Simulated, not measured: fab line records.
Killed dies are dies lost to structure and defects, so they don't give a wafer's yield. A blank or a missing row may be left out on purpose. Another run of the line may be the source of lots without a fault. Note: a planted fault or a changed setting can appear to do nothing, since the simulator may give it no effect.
What tool caused it?    flow nand_harc    12 lots, 36 wafers sampled, at 4 steps of a route of 1302

## WHAT THE GAUGES SHOWED, per wafer
The record lacks any reading of a measuring or inspecting step that a usual standard deviation could be used to judge.

## WHAT TOOL EACH LOT RAN ON (gives the tool, then ch and the chambers of the sampled wafers, and finally the start)
lot   NHARC_A_STAIRCASE_DEP_156        NHARC_A_STAIRCASE_ETCH_169          NHARC_A_STAIRCASE_ETCH_13           NHARC_A_STAIRCASE_TRIM_14
L932  pecvd-04 ch 0,1, day 17 13:21    rie_diel-04 ch 0,2,3, day 17 14:31  rie_diel-13 ch 0,1,2, day 17 16:23  rie_diel-13 ch 0,2,3, no start
L934  pecvd-04 ch 0,1, day 18 07:52    rie_diel-13 ch 1,2,3, day 18 08:50  rie_diel-13 ch 0,2,3, day 18 10:49  rie_diel-13 ch 1,2,3, no start
L935  pecvd-01 ch 0,1, day 18 07:53    rie_diel-04 ch 1,2, day 18 08:59    rie_diel-10 ch 1,2, day 18 11:06    rie_diel-10 ch 0,1,3, no start
L936  pecvd-01 ch 0,1,2, day 18 21:56  rie_diel-10 ch 0,1, day 18 23:08    rie_diel-13 ch 0,1,3, day 19 01:22  rie_diel-13 ch 1,2, no start
L943  pecvd-02 ch 0,1, day 21 13:32    rie_diel-10 ch 0,2,3, day 21 14:47  rie_diel-04 ch 0,1,2, day 21 16:39  rie_diel-04 ch 1,2, no start
L945  pecvd-04 ch 0,1, day 22 07:47    rie_diel-13 ch 2,3, day 22 09:50    rie_diel-13 ch 1,3, day 22 12:20    rie_diel-13 ch 2,3, no start
L946  pecvd-02 ch 0,2, day 22 16:19    rie_diel-10 ch 1,2, day 22 17:21    rie_diel-04 ch 0,3, day 22 19:20    rie_diel-04 ch 0,1,2, no start
L947  pecvd-04 ch 0,1,2, day 23 07:04  rie_diel-13 ch 0,1,2, day 23 08:12  rie_diel-13 ch 0,2,3, day 23 13:23  rie_diel-13 ch 0,1,3, no start
L948  pecvd-02 ch 0,2, day 23 20:43    rie_diel-13 ch 0,2, day 23 21:47    rie_diel-04 ch 1,2, day 23 23:39    rie_diel-04 ch 0,1, no start
L950  pecvd-01 ch 0,1,2, day 24 17:03  rie_diel-10 ch 0,3, day 24 18:01    rie_diel-04 ch 1,3, day 24 19:59    rie_diel-04 ch 0,2, no start
L949  pecvd-04 ch 0,2, day 24 19:25    rie_diel-04 ch 0,1,2, day 24 20:35  rie_diel-10 ch 0,1,3, day 24 22:35  rie_diel-10 ch 0,1,2, no start
L951  pecvd-04 ch 0,1,2, day 25 00:56  rie_diel-04 ch 0,1,3, day 25 02:04  rie_diel-10 ch 1,2,3, day 25 04:04  rie_diel-10 ch 1,2,3, no start
- NHARC_A_STAIRCASE_DEP_156: deposits SiNx, target thk 50 nm.
- NHARC_A_STAIRCASE_ETCH_169: etches the open film in CH3F/O2, target depth 50 nm, time 107.1 s.
- NHARC_A_STAIRCASE_ETCH_13: etches the open film in C4F8/O2, target depth 100 nm, time 40.5 s.
- NHARC_A_STAIRCASE_TRIM_14: chemistry O2, time 211.2 s.

## AS READ BY THE TOOLS THEMSELVES (means over the sampled wafers that have a number; for cases with no such wafer, the mark the record gives instead)
NHARC_A_STAIRCASE_DEP_156. Usual: heater_power_w at 767 W, with a standard deviation of 76.
lot   tool      heater_power_w (W)  flag
L932  pecvd-04  801                 
L934  pecvd-04  794                 
L935  pecvd-01  767                 
L936  pecvd-01  785                 
L943  pecvd-02  673                 
L945  pecvd-04  872                 
L946  pecvd-02  724                 
L947  pecvd-04  819                 
L948  pecvd-02  733                 
L950  pecvd-01  784                 
L949  pecvd-04  776                 
L951  pecvd-04  759                 

NHARC_A_STAIRCASE_ETCH_169. Usual: bias_w 100.0 W (standard deviation 0.31); drypump_motor_current_A 5.7 A (standard deviation 0.62); oes_product_au 0.953 a.u. (standard deviation 0.019); rf_fwd_power_W 497.1 W (standard deviation 1.5); rf_vpp_V 244.2 V (standard deviation 1.6); showerhead_plenum_p_Torr 2.46 Torr (standard deviation 0.098); throttle_valve_pct 20.663 % (standard deviation 0.0091).
lot   tool         bias_w (W)  drypump_motor_current_A (A)  oes_product_au (a.u.)  rf_fwd_power_W (W)  rf_vpp_V (V)  showerhead_plenum_p_Torr (Torr)  throttle_valve_pct (%)  flag
L932  rie_diel-04  99.9        5.7                          0.951                  496.0               245.7         2.53                             20.654                  
L934  rie_diel-13  99.9        5.8                          0.975                  497.1               242.8         2.41                             20.666                  
L935  rie_diel-04  100.3       5.3                          0.970                  497.3               244.3         2.48                             20.652                  
L936  rie_diel-10  100.2       5.9                          0.933                  496.0               243.5         2.45                             20.661                  
L943  rie_diel-10  100.0       6.0                          0.936                  497.0               245.4         2.49                             20.658                  
L945  rie_diel-13  100.0       6.1                          0.932                  496.1               243.8         2.40                             20.651                  
L946  rie_diel-10  100.0       5.5                          0.973                  498.2               244.9         2.50                             20.656                  
L947  rie_diel-13  100.0       5.6                          0.972                  497.5               243.5         2.35                             20.665                  
L948  rie_diel-13  99.7        5.6                          0.988                  496.2               241.9         2.31                             20.668                  
L950  rie_diel-10  99.8        5.6                          0.952                  496.2               243.2         2.39                             20.666                  
L949  rie_diel-04  100.0       5.3                          0.947                  497.8               244.0         2.51                             20.656                  
L951  rie_diel-04  99.7        5.2                          0.979                  497.9               243.9         2.45                             20.660                  

NHARC_A_STAIRCASE_ETCH_13. Usual: bias_w 999.8 W, standard deviation 2.8; oes_product_au 0.945 a.u., standard deviation 0.016; rf_fwd_power_W 592.5 W, standard deviation 2.4; rf_vpp_V 894 V, standard deviation 4.7.
lot   tool         bias_w (W)  oes_product_au (a.u.)  rf_fwd_power_W (W)  rf_vpp_V (V)  flag
L932  rie_diel-13  997.8       0.949                  593.1               891           
L934  rie_diel-13  1001.7      1.039                  687.0               891           OFF
L935  rie_diel-10  1000.0      0.919                  592.8               889           
L936  rie_diel-13  999.2       1.053                  688.7               893           OFF
L943  rie_diel-04  998.0       0.951                  593.3               900           
L945  rie_diel-13  1002.9      0.953                  591.6               895           
L946  rie_diel-04  997.3       0.956                  594.1               898           
L947  rie_diel-13  999.8       0.959                  591.5               891           
L948  rie_diel-04  998.9       0.955                  594.6               897           
L950  rie_diel-04  999.8       0.959                  593.1               893           
L949  rie_diel-10  1001.9      0.931                  591.3               893           
L951  rie_diel-10  998.2       0.933                  592.7               896           

NHARC_A_STAIRCASE_TRIM_14. Usual: drypump_motor_current_A 5.7 A, standard deviation 0.59; oes_product_au 1.000 a.u., standard deviation 0.015; rf_vpp_V 57.7 V, standard deviation 0.9; showerhead_plenum_p_Torr 3.49 Torr, standard deviation 0.13; throttle_valve_pct 17.036 %, standard deviation 0.0085.
lot   tool         drypump_motor_current_A (A)  oes_product_au (a.u.)  rf_vpp_V (V)  showerhead_plenum_p_Torr (Torr)  throttle_valve_pct (%)  flag
L932  rie_diel-13  5.9                          1.000                  58.1          3.41                             17.041                  
L934  rie_diel-13  5.8                          1.007                  57.2          3.45                             17.037                  
L935  rie_diel-10  5.6                          1.000                  57.5          3.48                             17.035                  
L936  rie_diel-13  5.5                          1.018                  57.8          3.45                             17.029                  
L943  rie_diel-04  5.8                          1.011                  57.4          3.64                             17.042                  
L945  rie_diel-13  6.1                          0.990                  57.5          3.44                             17.039                  
L946  rie_diel-04  5.3                          0.995                  58.7          3.61                             17.038                  
L947  rie_diel-13  6.1                          1.005                  56.8          3.44                             17.026                  
L948  rie_diel-04  4.8                          1.003                  57.3          3.52                             17.035                  
L950  rie_diel-04  5.8                          0.990                  57.4          3.68                             17.036                  
L949  rie_diel-10  5.9                          0.985                  58.6          3.58                             17.029                  
L951  rie_diel-10  5.6                          0.993                  58.9          3.54                             17.035                  

## THE ANSWER, worked out from the rows above alone
Rule: a lot is off if the mean of its wafers that have a number lies more than 3 standard deviations from the usual mean. Also off: a lot with no number at a reading for which 4 or more lots have one. Any other lot the step has rows for is counted as sound. First the gauges in route order, then the tools' own readings, where a lot's mean is used as printed above. The first step at which some lot is off is used, and at that step the reading that is off furthest; a lot without a number counts as furthest.
Off at NHARC_A_STAIRCASE_ETCH_13 (rf_fwd_power_W): L934, L936.
If a tool, at that step or one of the process steps before it, ran each lot that is off and ran no sound lot following the first of them, it fits. None of those tried fits.

## WHAT THE SIMULATOR PUT IN
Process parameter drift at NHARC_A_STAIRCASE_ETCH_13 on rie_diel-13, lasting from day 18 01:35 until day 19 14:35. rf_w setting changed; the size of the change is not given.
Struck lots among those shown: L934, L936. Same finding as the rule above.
